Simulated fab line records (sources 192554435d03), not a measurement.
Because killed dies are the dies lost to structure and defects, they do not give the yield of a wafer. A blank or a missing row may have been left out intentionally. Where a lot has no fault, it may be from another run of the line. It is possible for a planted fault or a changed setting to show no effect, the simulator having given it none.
2 desks looking at one fault | flow n5-finfet | every desk sees just its own numbers, and what lay behind them comes last

== FROM THE METROLOGY DESK ==
What the gauges read for every lot (on any tool): the sampled wafers with a number, averaged. If a lot's mean is further than 4 standard deviations from the usual mean, the lot is out of limits and carries the mark OUT (the distance appears in the brackets). Readings shown: 7 of its 10, picked as those furthest out on some lot.
Columns: A = DIBL_N at N5_BEOL_M4_RC_MEAS_101, usual 36.5 mV/V; B = IOFF_N at N5_BEOL_M4_RC_MEAS_101, usual 0.17 nA/um; C = IOFF_P at N5_BEOL_M4_RC_MEAS_101, usual 0.22 nA/um; D = ION_N at N5_BEOL_M4_RC_MEAS_101, usual 677 uA/um; E = ION_P at N5_BEOL_M4_RC_MEAS_101, usual 463 uA/um; F = SS_P at N5_BEOL_M4_RC_MEAS_101, usual 73.3 mV/dec; G = VT_P at N5_BEOL_M4_RC_MEAS_101, usual -250 mV
lot  | first seen here | A    | B    | C    | D   | E   | F    | G
L158 | day 8 21:28     | 37.4 | 0.17 | 0.22 | 679 | 467 | 73.7 | -249
L160 | day 9 20:15     | 34.9 | 0.14 | 0.19 | 673 | 465 | 73.2 | -252
L163 | day 10 03:55    | 35.4 | 0.16 | 0.23 | 672 | 466 | 73.5 | -247
L167 | day 11 07:36    | 37.0 | 0.16 | 0.20 | 677 | 459 | 73.7 | -252
L169 | day 12 01:16    | 37.7 | 0.18 | 0.21 | 681 | 461 | 73.8 | -252
L173 | day 12 10:23    | 36.7 | 0.19 | 0.29 | 691 | 478 | 73.7 | -242
L172 | day 12 13:29    | 37.4 | 0.16 | 0.22 | 673 | 463 | 73.3 | -250
L174 | day 13 18:14    | 34.8 | 0.14 | 0.19 | 677 | 465 | 73.7 | -251
L175 | day 13 21:04    | 34.7 | 0.14 | 0.20 | 656 | 460 | 72.7 | -250
This desk's finding: nothing out of limits on any of the 9 lots.

== AT THE TOOL OWNER'S DESK: litho-track-01 ==
The tool's own readings at N5_FIN_SAQP_COAT_68 (time 60 s, resist thk 100 nm): means of the sampled wafers that have a number, for each lot that ran on this tool. If a lot's mean is further than 4 standard deviations from the usual mean, the lot is out of limits and carries the mark OUT (the distance appears in the brackets).
Columns: A = heater-power-total-W at N5_FIN_SAQP_COAT_68, usual 500.4 W; B = spin-speed-rpm at N5_FIN_SAQP_COAT_68, usual 1500.0 rpm
lot  | first seen here | A     | B
L158 | day 3 00:22     | 500.1 | 1499.3
L160 | day 3 14:29     | 501.6 | 1500.8
L167 | day 5 07:04     | 500.9 | 1533.8 (+31) OUT
L169 | day 5 19:19     | 500.4 | 1533.6 (+31) OUT
This desk finds L167, L169 out of limits, L167 being first, at day 5 07:04 (spin-speed-rpm at N5_FIN_SAQP_COAT_68). Within limits: L158, L160.

== TAKEN TOGETHER ==
The tool owner's desk had the chance to raise an alarm at day 5 07:04 on L167, L169.
At the metrology desk, nothing out of limits was observed.
The metrology desk has L167, L169 on record, within its limits.
The lots listed all ran N5_FIN_SAQP_COAT_68 on litho-track-01.

== WHAT WAS PUT IN BY THE SIMULATOR ==
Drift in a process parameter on litho-track-01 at N5_FIN_SAQP_COAT_68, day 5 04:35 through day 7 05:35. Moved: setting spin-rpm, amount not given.
Struck lots among those shown: L167, L169.
Delay in hours, fault start to first out-of-limits reading, by desk: the tool owner's desk at 2.
